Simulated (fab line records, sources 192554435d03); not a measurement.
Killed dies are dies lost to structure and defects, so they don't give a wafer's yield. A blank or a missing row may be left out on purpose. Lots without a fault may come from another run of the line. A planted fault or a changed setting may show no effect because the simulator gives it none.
Chamber matching | flow n5_finfet | N5_FIN_SAQP_ETCH_65 on rie_si-01: 4 sister chambers
The step etches SiO2 in CF4, target depth 4 nm, time 4.4 s. 14 wafers are shown with their chamber, then 7 later ones without.

WAFERS WITH THEIR CHAMBER
wafer  | chamber | throttle_valve_pct (%) | oes_product_au (a.u.) | drypump_motor_current_A (A)
L077.2 | 3       | 22.30                  | 0.98                  | 6.2
L077.3 | 2       | 21.65                  | 0.98                  | 6.1
L077.6 | 3       | 22.29                  | 0.97                  | 6.2
L080.2 | 1       | 21.82                  | 1.04                  | 5.9
L080.4 | 3       | 22.29                  | 0.97                  | 6.2
L080.5 | 1       | 21.82                  | 1.04                  | 5.9
L082.1 | 2       | 21.66                  | 0.97                  | 6.1
L082.3 | 3       | 22.30                  | 0.97                  | 6.2
L082.6 | 2       | 21.65                  | 0.98                  | 6.1
L089.1 | 2       | 21.66                  | 0.98                  | 6.2
L089.2 | 1       | 21.80                  | 1.05                  | 6.0
L089.5 | 3       | 22.29                  | 0.97                  | 6.2
L091.3 | 2       | 21.64                  | 0.97                  | 6.1
L091.4 | 0       | 21.62                  | 0.95                  | 5.8

SIGNATURES (means of the wafers above)
reading                 | chamber 0 | chamber 1 | chamber 2 | chamber 3 | scatter within a chamber
throttle_valve_pct      | 21.6200   | 21.8133   | 21.6520   | 22.2940   | 0.00816
oes_product_au          | 0.9500    | 1.0433    | 0.9760    | 0.9720    | 0.00516
drypump_motor_current_A | 5.800     | 5.933     | 6.120     | 6.200     | 0.0383
Rule: a wafer's distance from a chamber is the root of the sum, over the readings, of the square of ((its reading less the chamber's mean) divided by the reading's scatter). The wafer belongs to the nearest chamber; if the next one is less than 2 further off, it can't be placed. The scatter: the root of (the sum of the squares of (reading less its chamber's mean) over the shown wafers, divided by (wafers less chambers)).

WAFERS WITHOUT THEIR CHAMBER
wafer  | throttle_valve_pct (%) | oes_product_au (a.u.) | drypump_motor_current_A (A)
L091.6 | 22.29                  | 0.96                  | 6.2
L092.3 | 21.64                  | 0.96                  | 5.9
L092.5 | 21.66                  | 0.97                  | 6.1
L092.6 | 21.81                  | 1.05                  | 5.9
L096.1 | 22.28                  | 0.99                  | 6.2
L096.5 | 21.82                  | 1.06                  | 5.9
L096.6 | 21.62                  | 0.97                  | 5.9

WHICH CHAMBER EACH WENT THROUGH
wafer  | from the rows above | in truth
L091.6 | 3                   | 3
L092.3 | 0                   | 0
L092.5 | 2                   | 2
L092.6 | 1                   | 1
L096.1 | 3                   | 3
L096.5 | 1                   | 1
L096.6 | 0                   | 0
Placed correctly: 7 of 7. Can't be placed from these rows: 0. Placed wrongly: 0.
